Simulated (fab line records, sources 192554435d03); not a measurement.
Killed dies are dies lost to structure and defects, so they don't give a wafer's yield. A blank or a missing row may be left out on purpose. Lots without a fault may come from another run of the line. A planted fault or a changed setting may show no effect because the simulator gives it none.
fab line records | flow n5_finfet
record lots=7 wafers=21
route steps=1938 shown ZERO_LAYER@4 PMOS_HMC_CHANNEL_EPI@63 FIN_SAQP@96 FIN_CUT@173 SD_EPI_N@268
start_h: hours from the record's first day to the start of the lot's first wafer shown | wait_h: hours since the lot's step before | " the same as in the row above | L1.1+2: a row that stands for several wafers | - no value, or no start given | * or withheld: withheld | < > ~ a bound
route shown NAME@n: a module of which the file shows steps, and the number in the route of the first | usual: mean/standard deviation of fault-free wafers | same: alike in all rows | chamber/n: place in a boat | sites: the reading at each site | _std_site: their standard deviation | _edge_site: outer sites' mean less inner sites' | radius_mm: how far each site lies from the wafer's centre | mask NAME#n: copy n | behind: the tool/chamber that last shaped the wafer | hold: why the lot was held/for how many hours/how that ended | device: the transistor (n, p or np) that didn't switch | end of line: the same wafers' tests at the end of the route | a step without rows: its recipe alone | killed: dies lost to structure and defects at the first sort, not the wafer's yield | map: a wafer's dies, x killed, . not, _ none there
set.NAME: the setting as run; set.NAME@STEP: as run at that earlier step | model.NAME: the simulator's own value behind a step, which no gauge read
lots whose settings were changed on purpose; a table a step, a row a wafer
## steps
# step N5_ZERO_LAYER_PECVD_02
# recipe material=SiO2 target_thk_a=100 temp_c=400 precursor=SiH4/N2O pressure_torr=0.75 rf_w=275 time_s=6
# columns lot.wafer tool chamber start_h wait_h set.time_s model.SiO2_of_ZERO_LAYER_PECVD_02.thk_nm
L078.2 pecvd-02 1 36.29 0.0 6 9.85
L078.3 " 0 " " 6 10
L078.6 " 1 " " 6 9.984
L079.1 pecvd-04 0 42.28 0.0 6 9.893
L079.3 " 1 " " 6 9.55
L079.4 " 1 " " 6 9.78
L084.3 pecvd-04 0 72.28 0.0 6.867 11.64
L084.4 " 2 " " 6 10.24
L084.5 " 1 " " 6 9.843
L085.3 pecvd-02 2 78.30 0.0 6 10.09
L085.4 " 0 " " 6 10.3
L085.5 " 1 " " 6 10.17
L088.1 pecvd-02 1 96.28 0.0 6 9.819
L088.3 " 1 " " 6 9.97
L088.4 " 2 " " 5.741 9.801
L091.2 pecvd-02 1 114.31 0.0 6 9.793
L091.3 " 1 " " 6.688 11.06
L091.6 " 1 " " 6.688 10.85
L097.2 pecvd-03 2 150.30 0.0 6.551 10.65
L097.3 " 0 " " 6 9.919
L097.5 " 2 " " 6.551 11.04
# step N5_ZERO_LAYER_ETCH_18
# recipe chemistry=HBr/Cl2 target=Si target_depth_a=1200 time_s=40 pressure_mtorr=10 icp_w=800 bias_w=75 HBr_flow_sccm=150 Cl2_flow_sccm=80
# columns lot.wafer tool chamber start_h wait_h set.icp_w model.etch.depth_nm model.ZERO_LAYER.feature_depth_nm
L078.2 rie_si-03 2 36.94 0.0 800 120.5 120.5
L078.3 " 3 " " 800 120.7 120.7
L078.6 " 0 " " 800 118.7 118.7
L079.1 rie_si-03 1 42.79 0.0 800 121.1 121.1
L079.3 " 3 " " 800 119.7 119.7
L079.4 " 0 " " 800 118.6 118.6
L084.3 rie_si-05 1 72.83 0.0 800 119.9 119.9
L084.4 " 2 " " 800 118.1 118.1
L084.5 " 0 " " 800 120.3 120.3
L085.3 rie_si-05 3 78.81 0.0 872.5 124.2 124.2
L085.4 " 1 " " 800 119.5 119.5
L085.5 " 0 " " 800 118.6 118.6
L088.1 rie_si-03 1 96.94 0.0 800 120.7 120.7
L088.3 " 2 " " 800 118.8 118.8
L088.4 " 0 " " 916 126.2 126.2
L091.2 rie_si-06 2 114.97 0.0 744 116.1 116.1
L091.3 " 3 " " 744 115.4 115.4
L091.6 " 2 " " 800 119.4 119.4
L097.2 rie_si-05 0 150.80 0.0 800 118.8 118.8
L097.3 " 1 " " 685.1 111.8 111.8
L097.5 " 2 " " 685.1 109.9 109.9
# step N5_PMOS_HMC_CHANNEL_EPI_PEB_07
# recipe peb_temp_c=110 peb_time_s=60 resist=CAR-ArF-block
# columns lot.wafer tool chamber start_h wait_h set.peb_time_s
L078.2+3 litho_track-05 0 41.51 0.0 60
L078.6 " 0 " " 64.74
L079.1+3+4 litho_track-05 0 48.13 0.1 60
L084.3 litho_track-01 0 77.14 0.0 60
L084.4+5 " 0 " " 63.48
L085.3+4 litho_track-01 0 82.81 0.0 51.79
L085.5 " 0 " " 60
L088.1+3+4 litho_track-01 0 101.15 0.1 60
L091.2 litho_track-02 0 119.34 0.0 69.42
L091.3+6 " 0 " " 60
L097.2+3 litho_track-05 0 155.74 0.0 60
L097.5 " 0 " " 65.94
# step N5_PMOS_HMC_CHANNEL_EPI_DEVELOP_08
# recipe develop_time_s=30 developer=TMAH resist=CAR-ArF-block dev_temp_c=23 rinse_liquid=diw dry=air_spin
# step N5_PMOS_HMC_CHANNEL_EPI_CD_MEAS_09
# recipe target_cd_nm=237.4 landing_energy_ev=500 detector=se_inlens
# usual cd_nm=237.2/1
# columns lot.wafer tool chamber start_h wait_h set.peb_time_s@PMOS_HMC_CHANNEL_EPI_PEB_07 cd_nm
L078.2 cd_sem-01 0 41.58 - 60 236.8
L078.3 " 0 " " 60 237.5
L078.6 " 0 " " 64.74 240.2
L079.1 cd_sem-02 0 48.20 - 60 236.8
L079.3 " 0 " " 60 237.6
L079.4 " 0 " " 60 237.3
L084.3 cd_sem-03 0 77.21 - 60 235.8
L084.4 " 0 " " 63.48 238.3
L084.5 " 0 " " 63.48 238.6
L085.3 cd_sem-03 0 82.88 - 51.79 231.0
L085.4 " 0 " " 51.79 229.0
L085.5 " 0 " " 60 238.0
L088.1 cd_sem-03 0 101.21 - 60 238.0
L088.3 " 0 " " 60 237.8
L088.4 " 0 " " 60 237.6
L091.2 cd_sem-01 0 119.40 - 69.42 243.0
L091.3 " 0 " " 60 238.9
L091.6 " 0 " " 60 238.0
L097.2 cd_sem-02 0 155.81 - 60 239.0
L097.3 " 0 " " 60 238.9
L097.5 " 0 " " 65.94 242.0
# step N5_PMOS_HMC_CHANNEL_EPI_DESCUM_14
# recipe chemistry=O2 time_s=7.9 source_power_w=50 bias_power_w=20 pressure_mtorr=20 rf_frequency_hz=2.712e+07 temp_c=40 resist=CAR-ArF-block o2_flow_sccm=225
# columns lot.wafer tool chamber start_h wait_h set.time_s set.peb_time_s@PMOS_HMC_CHANNEL_EPI_PEB_07 model.PMOS_HMC_CHANNEL_EPI.cd_nm
L078.2 rie_diel-03 2 41.81 0.2 8.355 60 236.9
L078.3 " 1 " " 8.355 60 237.8
L078.6 " 0 " " 7.9 64.74 240
L079.1 rie_diel-02 3 48.77 0.5 7.9 60 237.1
L079.3 " 0 " " 7.9 60 237.4
L079.4 " 2 " " 7.9 60 237
L084.3 rie_diel-03 2 77.63 0.4 6.858 60 235.6
L084.4 " 1 " " 7.9 63.48 238.2
L084.5 " 0 " " 7.9 63.48 238.3
L085.3 rie_diel-03 3 83.42 0.5 6.926 51.79 230.6
L085.4 " 0 " " 7.9 51.79 229.2
L085.5 " 2 " " 7.9 60 238
L088.1 rie_diel-02 2 101.60 0.3 7.9 60 237.9
L088.3 " 3 " " 8.694 60 238.1
L088.4 " 1 " " 7.9 60 237.2
L091.2 rie_diel-03 3 119.90 0.4 7.9 69.42 242.6
L091.3 " 2 " " 6.129 60 238.4
L091.6 " 2 " " 7.9 60 237.7
L097.2 rie_diel-03 0 156.18 0.1 7.9 60 238.9
L097.3 " 3 " " 7.9 60 239.1
L097.5 " 2 " " 7.9 65.94 242.1
# step N5_PMOS_HMC_CHANNEL_EPI_ETCH_32
# recipe chemistry=N2/H2 target=BARC stop_on=SiO2 target_depth_a=858 over_etch_frac=0.3 time_s=50.3 ion_energy_ev=200 mask_material=CAR-ArF-block pressure_mtorr=30 source_w=840 bias_w=150 n2_flow_sccm=200 h2_flow_sccm=200
# step N5_PMOS_HMC_CHANNEL_EPI_HM_OPEN_15
# recipe chemistry=CHF3/O2 target=SiO2 mask_material=CAR-ArF-block target_depth_a=406 CHF3_flow_sccm=50 O2_flow_sccm=5 Ar_flow_sccm=200 time_s=20.3 pressure_mtorr=30 source_w=650 bias_w=170 ion_energy_ev=200
# step N5_PMOS_HMC_CHANNEL_EPI_STRIP_17
# recipe chemistry=SPM time_s=750 temp_c=130 h2so4_h2o2_vol_ratio=4 dry=ipa_marangoni
# step N5_PMOS_HMC_CHANNEL_EPI_ETCH_38
# recipe chemistry=CF4 target=SiO2 target_depth_a=15 ion_energy_ev=350 pressure_mtorr=10 icp_w=800 bias_w=400 cf4_flow_sccm=80
# step N5_PMOS_HMC_CHANNEL_EPI_FIN_RECESS_16
# recipe chemistry=HBr/Cl2 target=Si mask_material=SiO2 target_depth_a=540 time_s=18 pressure_mtorr=10 icp_w=800 bias_w=75 HBr_flow_sccm=150 Cl2_flow_sccm=80
# columns lot.wafer tool chamber start_h wait_h set.peb_time_s@PMOS_HMC_CHANNEL_EPI_PEB_07 model.PMOS_HMC_CHANNEL_EPI.cd_nm
L078.2 rie_si-02 1 42.31 0.0 60 239.8
L078.3 " 3 " " 60 240.7
L078.6 " 2 " " 64.74 241.6
L079.1 rie_si-04 2 49.22 0.0 60 241.2
L079.3 " 1 " " 60 239.6
L079.4 " 3 " " 60 238.9
L084.3 rie_si-01 1 78.09 0.0 60 238.4
L084.4 " 3 " " 63.48 240.2
L084.5 " 2 " " 63.48 240
L085.3 rie_si-01 0 83.88 0.0 51.79 233.6
L085.4 " 3 " " 51.79 230.5
L085.5 " 2 " " 60 240.8
L088.1 rie_si-04 3 102.06 0.0 60 240.3
L088.3 " 2 " " 60 242
L088.4 " 1 " " 60 240.6
L091.2 rie_si-01 3 120.36 0.0 69.42 245.7
L091.3 " 1 " " 60 240.9
L091.6 " 0 " " 60 240.2
L097.2 rie_si-02 2 156.64 0.0 60 240.3
L097.3 " 1 " " 60 242.2
L097.5 " 3 " " 65.94 244.6
# step N5_FIN_SAQP_HM_DEP_03
# recipe material=SiNx target_thk_a=380 temp_c=400 precursor=SiH4/NH3/N2 pressure_torr=1.5 rf_w=300 time_s=33.6
# columns lot.wafer tool chamber start_h wait_h set.time_s model.SiNx_of_FIN_SAQP_HM_DEP_03.thk_nm
L078.2 pecvd-01 2 45.16 0.2 33.6 37.48
L078.3 " 0 " " 31.99 35.51
L078.6 " 0 " " 33.6 37.63
L079.1 pecvd-02 0 52.24 0.2 33.6 37.16
L079.3 " 1 " " 33.6 37.72
L079.4 " 2 " " 33.6 38.84
L084.3 pecvd-02 0 81.05 0.1 36.47 41.32
L084.4 " 2 " " 36.47 41.39
L084.5 " 1 " " 33.6 38.03
L085.3 pecvd-02 1 88.73 0.1 37.45 42.56
L085.4 " 2 " " 37.45 42.74
L085.5 " 1 " " 33.6 38.49
L088.1 pecvd-02 1 105.16 0.2 33.6 37.46
L088.3 " 2 " " 35.87 40.03
L088.4 " 0 " " 35.87 40.75
L091.2 pecvd-02 2 123.25 0.2 33.6 37.79
L091.3 " 0 " " 37.41 42
L091.6 " 2 " " 33.6 37.66
L097.2 pecvd-02 2 159.50 0.2 29.76 33.26
L097.3 " 0 " " 33.6 38.68
L097.5 " 0 " " 29.76 33.72
# step N5_FIN_SAQP_THK_MEAS_05
# usual thk_nm=37.9/0.52
# columns lot.wafer tool chamber start_h wait_h set.time_s@FIN_SAQP_HM_DEP_03 thk_nm
L078.2 film_metro-01 - 45.25 0.1 33.6 37.5
L078.3 " - " " 31.99 35.5
L078.6 " - " " 33.6 37.6
L079.1 film_metro-01 - 52.33 0.1 33.6 37.2
L079.3 " - " " 33.6 37.7
L079.4 " - " " 33.6 38.8
L084.3 film_metro-02 - 81.14 0.1 36.47 41.4
L084.4 " - " " 36.47 41.4
L084.5 " - " " 33.6 38.0
L085.3 film_metro-01 - 88.81 0.1 37.45 42.5
L085.4 " - " " 37.45 42.7
L085.5 " - " " 33.6 38.4
L088.1 film_metro-01 - 105.25 0.1 33.6 37.4
L088.3 " - " " 35.87 40.0
L088.4 " - " " 35.87 40.7
L091.2 film_metro-01 - 123.34 0.1 33.6 37.8
L091.3 " - " " 37.41 42.0
L091.6 " - " " 33.6 37.7
L097.2 film_metro-01 - 159.61 0.1 29.76 33.2
L097.3 " - " " 33.6 38.7
L097.5 " - " " 29.76 33.7
# step N5_FIN_SAQP_EXPOSE_13
# recipe mask_id=FIN_CORE na=1.35 source_shape=dipole sigma_inner=0.538 sigma_outer=0.738 polarization=te target_cd_nm=35.6 dose_mj=63.25
# columns lot.wafer tool chamber start_h wait_h mask set.dose_mj
L078.2+3 arfi_scanner-03 0 45.82 - FIN_CORE#0 66.92
L078.6 " 0 " " FIN_CORE#0 63.25
L079.1+3+4 arfi_scanner-02 0 52.89 - FIN_CORE#0 63.25
L084.3+4+5 arfi_scanner-01 0 81.71 - FIN_CORE#0 63.25
L085.3+4 arfi_scanner-02 0 89.46 - FIN_CORE#0 63.25
L085.5 " 0 " " FIN_CORE#0 66.74
L088.1 arfi_scanner-03 0 105.70 - FIN_CORE#0 61.22
L088.3+4 " 0 " " FIN_CORE#0 63.25
L091.2+3+6 arfi_scanner-02 0 123.91 - FIN_CORE#0 63.25
L097.2 arfi_scanner-01 0 160.18 - FIN_CORE#0 60.12
L097.3+5 " 0 " " FIN_CORE#0 63.25
# step N5_FIN_SAQP_PEB_14
# recipe peb_temp_c=withheld peb_time_s=60 resist=CAR-ArF
# step N5_FIN_SAQP_DEVELOP_15
# recipe develop_time_s=30 developer=TMAH resist=CAR-ArF dev_temp_c=23 rinse_liquid=diw dry=air_spin
# step N5_FIN_SAQP_CD_MEAS_16
# recipe target_cd_nm=35.6 landing_energy_ev=500 detector=se_inlens
# usual cd_nm=35.7/0.37
# columns lot.wafer tool chamber start_h wait_h set.dose_mj@FIN_SAQP_EXPOSE_13 cd_nm
L078.2 cd_sem-02 0 45.95 - 66.92 34.2
L078.3 " 0 " " 66.92 33.7
L078.6 " 0 " " 63.25 35.7
L079.1 cd_sem-02 0 53.02 - 63.25 35.7
L079.3 " 0 " " 63.25 35.5
L079.4 " 0 " " 63.25 35.4
L084.3 cd_sem-01 0 81.83 - 63.25 35.9
L084.4 " 0 " " 63.25 36.1
L084.5 " 0 " " 63.25 35.5
L085.3 cd_sem-03 0 89.58 - 63.25 36.1
L085.4 " 0 " " 63.25 36.4
L085.5 " 0 " " 66.74 34.7
L088.1 cd_sem-02 0 105.83 - 61.22 36.3
L088.3 " 0 " " 63.25 35.7
L088.4 " 0 " " 63.25 35.3
L091.2 cd_sem-02 0 124.03 - 63.25 35.3
L091.3 " 0 " " 63.25 35.3
L091.6 " 0 " " 63.25 35.3
L097.2 cd_sem-03 0 160.31 - 60.12 37.1
L097.3 " 0 " " 63.25 35.3
L097.5 " 0 " " 63.25 36.0
# step N5_FIN_SAQP_MANDREL2_REMOVE_60
# recipe chemistry=HBr/Cl2/O2 bt_time_s=10 target=a-Si stop_on=SiNx endpoint=OES-SiCl over_etch_frac=1 icp_w=600 bias_w=22 HBr_flow_sccm=150 Cl2_flow_sccm=80 O2_flow_sccm=5 pressure_mtorr=10
# step N5_FIN_SAQP_HM_OPEN_33
# recipe chemistry=CH3F/O2 target=SiNx mask_material=SiO2 target_depth_a=494 time_s=70.6 pressure_mtorr=30 source_w=395 bias_w=73 Ar_flow_sccm=150 CH3F_flow_sccm=30 O2_flow_sccm=20 ion_energy_ev=120 ends=cleared
# usual etch_rf_on_time_s=68.3/1.3
# columns lot.wafer tool chamber start_h wait_h set.time_s@FIN_SAQP_HM_DEP_03 etch_rf_on_time_s model.etch.depth_nm
L078.2 rie_diel-05 1 50.35 0.0 33.6 68.8 36.79
L078.3 " 3 " " 31.99 64.1 34.89
L078.6 " 0 " " 33.6 68.7 37.01
L079.1 rie_diel-06 1 56.95 0.0 33.6 69.3 36.53
L079.3 " 0 " " 33.6 68.9 37.08
L079.4 " 2 " " 33.6 70.9 38.15
L084.3 rie_diel-01 1 85.97 0.2 36.47 72.8 40.7
L084.4 " 0 " " 36.47 74.0 40.76
L084.5 " 3 " " 33.6 69.3 37.4
L085.3 rie_diel-05 1 93.69 0.0 37.45 75.8 41.94
L085.4 " 3 " " 37.45 76.8 42.01
L085.5 " 3 " " 33.6 70.0 37.86
L088.1 rie_diel-01 3 109.71 0.1 33.6 67.0 36.83
L088.3 " 2 " " 35.87 70.2 39.4
L088.4 " 0 " " 35.87 72.3 40.11
L091.2 rie_diel-01 3 128.04 0.0 33.6 68.5 37.16
L091.3 " 2 " " 37.41 74.7 41.37
L091.6 " 0 " " 33.6 66.8 36.98
L097.2 rie_diel-01 3 164.02 0.0 29.76 60.0 32.63
L097.3 " 0 " " 33.6 69.4 38.05
L097.5 " 2 " " 29.76 60.1 33.03
# step N5_FIN_CUT_CUT_ETCH_26
# recipe chemistry=CH3F/O2 target=SiNx target_depth_a=390 mask_material=SOC time_s=55.7 pressure_mtorr=30 source_w=395 bias_w=73 Ar_flow_sccm=150 CH3F_flow_sccm=30 O2_flow_sccm=20 ion_energy_ev=120
# columns lot.wafer tool chamber start_h wait_h set.time_s model.etch.depth_nm model.SOC_of_FIN_CUT_COAT_18.thk_nm
L078.2 rie_diel-04 1 51.87 0.0 55.7 39.71 211.4
L078.3 " 3 " " 55.7 38.47 212.4
L078.6 " 1 " " 55.7 40.29 210.8
L079.1 rie_diel-03 0 58.35 0.0 55.7 39.61 211.6
L079.3 " 1 " " 55.7 40.36 210.8
L079.4 " 2 " " 55.7 40.21 210.8
L084.3 rie_diel-03 3 88.31 0.0 67.96 47.63 207.8
L084.4 " 0 " " 67.96 48.14 207.4
L084.5 " 2 " " 55.7 39.98 211
L085.3 rie_diel-03 3 95.10 0.0 55.7 39.02 211.2
L085.4 " 2 " " 55.7 39.72 210.8
L085.5 " 3 " " 55.7 39.01 212
L088.1 rie_diel-04 1 111.24 0.0 55.7 39.46 209.2
L088.3 " 0 " " 66.04 45.71 207
L088.4 " 3 " " 55.7 38.46 211.4
L091.2 rie_diel-04 3 129.57 0.0 55.7 38.47 211
L091.3 " 0 " " 55.7 38.23 211.4
L091.6 " 1 " " 55.7 39.54 210.8
L097.2 rie_diel-03 3 166.00 0.0 51.25 35.12 212.8
L097.3 " 2 " " 51.25 35.72 212.2
L097.5 " 0 " " 55.7 38.3 211.4
# step N5_SD_EPI_N_PEB_07
# recipe peb_temp_c=110 peb_time_s=60 resist=CAR-ArF-block
# columns lot.wafer tool chamber start_h wait_h set.peb_time_s
L078.2 litho_track-03 0 71.89 0.0 60
L078.3+6 " 0 " " 49.93
L079.1+3+4 litho_track-04 0 79.67 0.1 60
L084.3+4 litho_track-03 0 111.82 0.0 60
L084.5 " 0 " " 52.47
L085.3+4+5 litho_track-04 0 116.03 0.0 60
L088.1+4 litho_track-01 0 131.20 0.1 64.5
L088.3 " 0 " " 60
L091.2+3+6 litho_track-03 0 149.50 0.0 60
L097.2+3 litho_track-03 0 188.33 0.0 60
L097.5 " 0 " " 65.53
# step N5_SD_EPI_N_DEVELOP_08
# recipe develop_time_s=30 developer=TMAH resist=CAR-ArF-block dev_temp_c=23 rinse_liquid=diw dry=air_spin
# step N5_SD_EPI_N_CD_MEAS_09
# recipe target_cd_nm=120 landing_energy_ev=500 detector=se_inlens
# usual cd_nm=119.7/0.73
# columns lot.wafer tool chamber start_h wait_h set.peb_time_s@SD_EPI_N_PEB_07 cd_nm
L078.2 cd_sem-01 0 71.96 - 60 119.0
L078.3 " 0 " " 49.93 112.9
L078.6 " 0 " " 49.93 111.8
L079.1 cd_sem-02 0 79.74 - 60 119.2
L079.3 " 0 " " 60 119.0
L079.4 " 0 " " 60 118.5
L084.3 cd_sem-01 0 111.89 - 60 120.3
L084.4 " 0 " " 60 118.6
L084.5 " 0 " " 52.47 113.6
L085.3 cd_sem-02 0 116.10 - 60 119.5
L085.4 " 0 " " 60 119.3
L085.5 " 0 " " 60 119.2
L088.1 cd_sem-03 0 131.27 - 64.5 123.1
L088.3 " 0 " " 60 120.0
L088.4 " 0 " " 64.5 123.7
L091.2 cd_sem-02 0 149.56 - 60 119.2
L091.3 " 0 " " 60 119.4
L091.6 " 0 " " 60 118.4
L097.2 cd_sem-01 0 188.39 - 60 119.3
L097.3 " 0 " " 60 119.4
L097.5 " 0 " " 65.53 121.5
# step N5_SD_EPI_N_DESCUM_14
# recipe chemistry=O2 time_s=7.9 source_power_w=50 bias_power_w=20 pressure_mtorr=20 rf_frequency_hz=2.712e+07 temp_c=40 resist=CAR-ArF-block o2_flow_sccm=225
# columns lot.wafer tool chamber start_h wait_h set.peb_time_s@SD_EPI_N_PEB_07 model.SD_EPI_N.cd_nm
L078.2 rie_diel-06 3 72.06 0.0 60 119
L078.3 " 0 " " 49.93 113
L078.6 " 2 " " 49.93 111.8
L079.1 rie_diel-06 0 79.83 0.0 60 119.4
L079.3 " 2 " " 60 119.2
L079.4 " 1 " " 60 118.8
L084.3 rie_diel-05 0 112.54 0.6 60 120.4
L084.4 " 1 " " 60 118.8
L084.5 " 2 " " 52.47 113.8
L085.3+5 rie_diel-01 0,1 116.19 0.0 60 119.6
L085.4 " 3 " " 60 119.2
L088.1 rie_diel-05 1 132.15 0.8 64.5 123.4
L088.3 " 0 " " 60 119.8
L088.4 " 2 " " 64.5 123.6
L091.2 rie_diel-01 1 150.25 0.6 60 119.2
L091.3 " 3 " " 60 119.4
L091.6 " 0 " " 60 118.6
L097.2 rie_diel-06 1 188.50 0.0 60 119.6
L097.3 " 3 " " 60 119.4
L097.5 " 0 " " 65.53 122
# step N5_SD_EPI_N_ETCH_34
# recipe chemistry=CF4 target=SiARC target_depth_a=455 mask_material=CAR-ArF-block time_s=75.8 ion_energy_ev=80 pressure_mtorr=40 source_w=545 bias_w=36 Ar_flow_sccm=100 cf4_flow_sccm=100 ends=cleared
# step N5_SD_EPI_N_ETCH_35
# recipe chemistry=N2/H2 target=SOC overetch_a=1080 mask_material=SiARC temp_c=40 ion_energy_ev=100 source_w=3000 bias_w=133 pressure_mtorr=20 time_s=486 n2_flow_sccm=200 h2_flow_sccm=200
# columns lot.wafer tool chamber start_h wait_h set.peb_time_s@SD_EPI_N_PEB_07 model.SD_EPI_N.cd_nm
L078.2 rie_diel-06 3 72.15 0.0 60 118.8
L078.3 " 0 " " 49.93 112.2
L078.6 " 2 " " 49.93 111
L079.1 rie_diel-06 0 79.92 0.0 60 119.4
L079.3 " 2 " " 60 119.6
L079.4 " 1 " " 60 117
L084.3 rie_diel-05 0 112.63 0.0 60 121
L084.4 " 1 " " 60 119.4
L084.5 " 2 " " 52.47 114.8
L085.3 rie_diel-01 0 116.28 0.0 60 120
L085.4 " 3 " " 60 118.4
L085.5 " 1 " " 60 121
L088.1 rie_diel-05 1 132.24 0.0 64.5 123.2
L088.3 " 0 " " 60 119.2
L088.4 " 2 " " 64.5 124.4
L091.2 rie_diel-01 1 150.34 0.0 60 119.8
L091.3+6 " 3,0 " " 60 118.4
L097.2 rie_diel-06 1 188.59 0.0 60 119.4
L097.3 " 3 " " 60 121.8
L097.5 " 0 " " 65.53 123
## key
split step=N5_ZERO_LAYER_PECVD_02 setting=time_s stated=6 by=wafer
response step=N5_ZERO_LAYER_PECVD_02 reading=model.SiO2_of_ZERO_LAYER_PECVD_02.thk_nm change=+0.102 per=1% r=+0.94
split step=N5_ZERO_LAYER_ETCH_18 setting=icp_w stated=800 by=wafer
response step=N5_ZERO_LAYER_ETCH_18 reading=model.etch.depth_nm change=+0.511 per=1% r=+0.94
response step=N5_ZERO_LAYER_ETCH_18 reading=model.ZERO_LAYER.feature_depth_nm change=+0.511 per=1% r=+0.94
split step=N5_PMOS_HMC_CHANNEL_EPI_PEB_07 setting=peb_time_s stated=60 by=wafer
response step=N5_PMOS_HMC_CHANNEL_EPI_CD_MEAS_09 reading=cd_nm change=+0.398 per=1% r=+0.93
response step=N5_PMOS_HMC_CHANNEL_EPI_DESCUM_14 reading=model.PMOS_HMC_CHANNEL_EPI.cd_nm change=+0.399 per=1% r=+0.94
response step=N5_PMOS_HMC_CHANNEL_EPI_FIN_RECESS_16 reading=model.PMOS_HMC_CHANNEL_EPI.cd_nm change=+0.405 per=1% r=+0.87
split step=N5_PMOS_HMC_CHANNEL_EPI_DESCUM_14 setting=time_s stated=7.9 by=wafer
response none clear
split step=N5_FIN_SAQP_HM_DEP_03 setting=time_s stated=33.6 by=wafer
response step=N5_FIN_SAQP_HM_DEP_03 reading=model.SiNx_of_FIN_SAQP_HM_DEP_03.thk_nm change=+0.401 per=1% r=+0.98
response step=N5_FIN_SAQP_THK_MEAS_05 reading=thk_nm change=* per=1% r=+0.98
response step=N5_FIN_SAQP_HM_OPEN_33 reading=etch_rf_on_time_s change=* per=1% r=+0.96
response step=N5_FIN_SAQP_HM_OPEN_33 reading=model.etch.depth_nm change=+0.401 per=1% r=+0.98
split step=N5_FIN_SAQP_EXPOSE_13 setting=dose_mj stated=63.25 by=wafer
response step=N5_FIN_SAQP_CD_MEAS_16 reading=cd_nm change=-0.288 per=1% r=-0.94
split step=N5_FIN_CUT_CUT_ETCH_26 setting=time_s stated=55.7 by=wafer
response step=N5_FIN_CUT_CUT_ETCH_26 reading=model.etch.depth_nm change=+0.361 per=1% r=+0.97
response step=N5_FIN_CUT_CUT_ETCH_26 reading=model.SOC_of_FIN_CUT_COAT_18.thk_nm change=-0.162 per=1% r=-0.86
split step=N5_SD_EPI_N_PEB_07 setting=peb_time_s stated=60 by=wafer
response step=N5_SD_EPI_N_CD_MEAS_09 reading=cd_nm change=+0.398 per=1% r=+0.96
response step=N5_SD_EPI_N_DESCUM_14 reading=model.SD_EPI_N.cd_nm change=+0.404 per=1% r=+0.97
response step=N5_SD_EPI_N_ETCH_35 reading=model.SD_EPI_N.cd_nm change=+0.423 per=1% r=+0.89
